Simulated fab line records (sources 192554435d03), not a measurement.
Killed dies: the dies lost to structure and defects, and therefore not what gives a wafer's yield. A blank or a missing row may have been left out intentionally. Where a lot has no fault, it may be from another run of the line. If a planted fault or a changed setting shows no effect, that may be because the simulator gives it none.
Split-lot study ; flow n5 finfet ; 7 lots, 39 wafers read, on a route of 1938 steps

## THE SPLIT
At N5_GATE_CUT_DESCUM_18 (chemistry O2, time 7 s), the setting time s was moved away from the recipe's 7 s on 15 of the 39 wafers read, by -57.2% to +43.6%. For the rest of the wafers, this setting stayed at what the recipe calls for.

## FROM THE SPLIT ON TO THE READING: in between, the file shows 1 step
- N5_GATE_CUT_ETCH_28: etches underlayer in N2/H2, target depth 13 nm, time 10.4 s

## THE READING
CAR-EUV_of_GATE_CUT_COAT_07.thk nm (the simulator's own value, which no gauge read), in nm, at N5_GATE_CUT_ETCH_36 (etches SiARC in CF4, target depth 13 nm, time 21.7 s). No usual value for it is given in the file. Across the 24 wafers here that went through the recipe, the average is 7.0 nm and the standard deviation 0.16 nm.

wafer;tool, chamber at the split;time s as run, s;against the recipe;CAR-EUV_of_GATE_CUT_COAT_07.thk nm, nm;against lot-mates on the recipe
L079.1;rie diel-04, 3,1,1;4.369;-37.6%;8.4;+1.3
L079.3;rie diel-04, 3,1,1;4.369;-37.6%;8.4;+1.3
L079.2;rie diel-04, 0;7;recipe;7;-
L079.5;rie diel-04, 0;7;recipe;7;-
L079.4;rie diel-04, 2;7;recipe;7.2;-
L079.6;rie diel-04, 3,1,1;4.369;-37.6%;8.6;+1.5
L080.1;rie diel-04, 0,0,2;7;recipe;7;-
L080.5;rie diel-04, 0,0,2;7;recipe;7;-
L080.2;rie diel-04, 2,1,1;2.998;-57.2%;9.2;+2.1
L080.3;rie diel-04, 2,1,1;2.998;-57.2%;9.2;+2.1
L080.4;rie diel-04, 2,1,1;2.998;-57.2%;9.2;+2.1
L080.6;rie diel-04, 0,0,2;7;recipe;7.2;-
L082.1;rie diel-03, 2;5.328;-23.9%;7.8;+0.9
L082.2;rie diel-03, 0,1;5.328;-23.9%;7.6;+0.7
L082.6;rie diel-03, 0,1;5.328;-23.9%;7.6;+0.7
L082.3;rie diel-03, 1,3,0;7;recipe;6.8;-
L082.5;rie diel-03, 1,3,0;7;recipe;6.8;-
L082.4;rie diel-03, 1,3,0;7;recipe;7;-
L083.1;rie diel-06, 2,0,2;7;recipe;7.2;-
L083.2;rie diel-06, 2,0,2;7;recipe;7.2;-
L083.5;rie diel-06, 2,0,2;7;recipe;7.2;-
L083.3;rie diel-06, 1,3,1;7;recipe;6.8;-
L083.4;rie diel-06, 1,3,1;7;recipe;6.8;-
L083.6;rie diel-06, 1,3,1;7;recipe;7;-
L091.2;rie diel-04, 3;7;recipe;6.8;-
L091.3;rie diel-04, 1;7;recipe;7;-
L091.4;rie diel-04, 1;7;recipe;7.2;-
L092.1;rie diel-03, 1,1,3;7;recipe;6.8;-
L092.5;rie diel-03, 1,1,3;7;recipe;6.8;-
L092.2;rie diel-03, 0,3,0;5.095;-27.2%;7.8;+0.9
L092.4;rie diel-03, 0,3,0;5.095;-27.2%;7.8;+0.9
L092.3;rie diel-03, 0,3,0;5.095;-27.2%;8;+1.1
L092.6;rie diel-03, 1,1,3;7;recipe;7;-
L093.1;rie diel-04, 3,0,3;10.05;+43.6%;5.4;-1.7
L093.4;rie diel-04, 3,0,3;10.05;+43.6%;5.4;-1.7
L093.6;rie diel-04, 3,0,3;10.05;+43.6%;5.4;-1.7
L093.2;rie diel-04, 0;7;recipe;7;-
L093.3;rie diel-04, 1;7;recipe;7.2;-
L093.5;rie diel-04, 1;7;recipe;7.2;-
If several chambers appear in one row, that row covers several wafers at once and the file leaves open which wafer was in which chamber.

FIT RESULTS
A straight line over all 39 wafers: CAR-EUV_of_GATE_CUT_COAT_07.thk nm changes by -0.0369 nm for each +1% of time s; r = -0.98; the points scatter about the line by 0.16 nm.
The same after taking each lot's own level away (the mean of its wafers on the recipe; 39 wafers): -0.0378 nm for each +1%; r = -0.99; scatter 0.12 nm.
On that fit, the largest move of time s shifts the reading by 2.2 nm.
From 6.87 to 7.13 nm: that is the span of the lots' own levels, equal to 1.7 times the standard deviation above.
Hence the lot-to-lot level has little effect on the slope; both slopes agree.
Check: for one of the wafers moved furthest among these (-57.2%), held out of the fit, the line's prediction against its lot-mates is +2.14 nm. Against them it came out at +2.13 nm.

## OTHER SPLITS ON THESE WAFERS
Other splits were also applied to these wafers ahead of the reading. Each is held against what the fit with the lots' levels taken away leaves over:
other split on the same wafers;wafers away from the commonest value;r with CAR-EUV_of_GATE_CUT_COAT_07.thk nm (lot level and that fit taken away)
N5_SD_EPI_N_EPI_21 time s;6;+0.21

## THE WHOLE CHAIN: every reading that the file lists as answering this split, in the file's order
step;what it does;reading;change (the file's fit);r (the file's)
N5_GATE_CUT_DESCUM_18;chemistry O2, time 7 s;CAR-EUV_of_GATE_CUT_COAT_07.thk nm (the simulator's own value, which no gauge read);-0.0354 nm for each +1% of the setting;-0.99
N5_GATE_CUT_ETCH_28;etches underlayer in N2/H2, target depth 13 nm, time 10.4 s;CAR-EUV_of_GATE_CUT_COAT_07.thk nm (the simulator's own value, which no gauge read);-0.0368 nm for each +1% of the setting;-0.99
N5_GATE_CUT_ETCH_36;etches SiARC in CF4, target depth 13 nm, time 21.7 s;CAR-EUV_of_GATE_CUT_COAT_07.thk nm (the simulator's own value, which no gauge read);-0.0376 nm for each +1% of the setting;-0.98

## FILE'S OWN FIT
CAR-EUV_of_GATE_CUT_COAT_07.thk nm changes by -0.0376 nm for each +1% of time s, r = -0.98.
